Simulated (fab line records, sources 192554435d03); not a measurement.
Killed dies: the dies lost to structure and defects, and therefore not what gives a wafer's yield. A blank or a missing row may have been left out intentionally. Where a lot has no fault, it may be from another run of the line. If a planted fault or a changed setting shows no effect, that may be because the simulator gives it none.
Comparing a struck lot with a sound one    flow n5_finfet    26 steps out of a route of 1938
Sound: the wafers L131.1, L131.2, L131.5. The struck wafers were L149.4, L149.5, L149.6. The cause is given at the end.
At each step with rows: each side's tool, then ch and its chambers, then its first start. Under that, the readings that differ: sound wafers    struck wafers    difference of the means    sigmas: that difference in standard deviations of wafers without a fault.
alike: readings with means less than 2 such deviations apart, plus words and numbers identical on both sides. not compared: withheld readings, readings lacking a value on some wafer, bounds such as >300 that could conceal the same value, and numbers that have no deviation in the record and whose values overlap.
The two part at a step that has a row with sigmas, a row that says differs or no value, or rows on one side only. Non-overlapping numbers with no deviation appear without sigmas and do not part them. Lack of a reading on every wafer of one side parts them only where that side has two or more wafers.

first, 10 steps without rows for these wafers: N5_BEOL_M3_DESCUM_16 (chemistry O2, time 7 s); N5_BEOL_M3_ETCH_74 (etches underlayer in N2/H2, target depth 6.5 nm, time 5.2 s); N5_BEOL_M3_ETCH_63 (etches SiARC in CF4, target depth 15.6 nm, time 26 s); N5_BEOL_M3_ETCH_64 (etches SOC in N2/H2, target depth 75 nm, overetch 15 nm, time 112.5 s); N5_BEOL_M3_STRIP_65 (strips in N2/H2); N5_BEOL_M3_STRIP_75 (strips in N2/H2); N5_BEOL_M3_STRIP_66 (strips in CF4); N5_BEOL_M3_HM_OPEN_17 (chemistry Cl2/BCl3, target TiN, target depth 20 nm, overetch 6 nm); N5_BEOL_M3_STRIP_19 (strips in O2); N5_BEOL_M3_COAT_67 (time 60 s, resist thk 60 nm).
N5_BEOL_M3_COAT_68: time 60 s, resist thk 12 nm.
  sound on litho_track-03 ch 0, day 8 01:20; struck on litho_track-03 ch 0, day 12 07:14
reading                                     sound                 struck                difference  sigmas
spin_speed_rpm (rpm)                        1498.1 1499.8 1498.4  1367.6 1367.7 1368.8  -130.7      -99 or more
model.SiARC_of_BEOL_M3_COAT_68.thk_nm (nm)  12 12 12              12.6 12.6 12.6        +0.6        
then, 9 steps without rows for these wafers: N5_BEOL_M3_COAT_76 (time 60 s, resist thk 5 nm); N5_BEOL_M3_COAT_22 (resist thk 30 nm); N5_BEOL_M3_EBR_24; N5_BEOL_M3_SOFTBAKE_23 (time 60 s); N5_BEOL_M3_EXPOSE_25 (exposes mask V2, defocus 5 nm); N5_BEOL_M3_PEB_26 (peb time 60 s); N5_BEOL_M3_DEVELOP_27 (develop time 30 s); N5_BEOL_M3_DESCUM_33 (chemistry O2, time 7 s); N5_BEOL_M3_ETCH_77 (etches underlayer in N2/H2, target depth 6.5 nm, time 5.2 s).
N5_BEOL_M3_ETCH_69: etches SiARC in CF4, target depth 15.6 nm, time 26 s.
  sound on rie_diel-03 ch 0,1,2, day 8 01:55; struck on rie_diel-03 ch 0,1, day 12 07:49
reading                   sound           struck            difference  sigmas
etch_rf_on_time_s (s)     26.0 25.9 26.6  27.3 28.1 27.3    +1.4        +3
model.etch.depth_nm (nm)  12 11.98 11.95  12.6 12.59 12.59  +0.6        
  alike: drypump_motor_current_A, oes_product_au, rf_fwd_power_W, rf_vpp_V, showerhead_plenum_p_Torr, throttle_valve_pct
  not compared: rf_hours_counter_h
then, 2 steps without rows for these wafers: N5_BEOL_M3_ALD_98 (deposits SiO2, target thk 2.5 nm, pulse time 1 s, co reactant pulse time 1 s); N5_BEOL_M3_ETCHBACK_99 (etches SiO2 in CHF3, target depth 5 nm, time 10.4 s).
N5_BEOL_M3_ETCH_70: etches SOC in N2/H2, target depth 80 nm, overetch 16 nm, time 120 s.
  sound on rie_diel-01 ch 1,2,3, day 8 12:23; struck on rie_diel-06 ch 0,1,3, day 12 08:57
reading                                     sound        struck   difference  sigmas
model.SiARC_of_BEOL_M3_COAT_68.thk_nm (nm)  6.2 6.2 6.2  7 7.2 7  +1          
  alike: drypump_motor_current_A, h2_flow_sccm, n2_flow_sccm, oes_product_au, rf_fwd_power_W, rf_vpp_V, showerhead_plenum_p_Torr, throttle_valve_pct
  not compared: rf_hours_counter_h
then, 1 step without rows for these wafers: N5_BEOL_M3_STRIP_71 (strips in N2/H2).
N5_BEOL_M4_RC_MEAS_101:
  sound on prober-02 ch 0, day 9 00:00; struck on prober-01 ch 0, day 12 22:23
  alike: DIBL_N, DIBL_P, IOFF_N, IOFF_P, ION_N, ION_P, SS_N, SS_P, VT_N, VT_P

WHERE THEY PART
At N5_BEOL_M3_COAT_68 first; at N5_BEOL_M3_ETCH_69 last (within this record only). Later steps at which nothing parts them and some readings are alike: N5_BEOL_M3_ETCH_70, N5_BEOL_M4_RC_MEAS_101.

WHY: what the simulator had put in
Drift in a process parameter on litho_track-03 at N5_BEOL_M3_COAT_68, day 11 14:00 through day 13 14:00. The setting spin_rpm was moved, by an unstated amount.
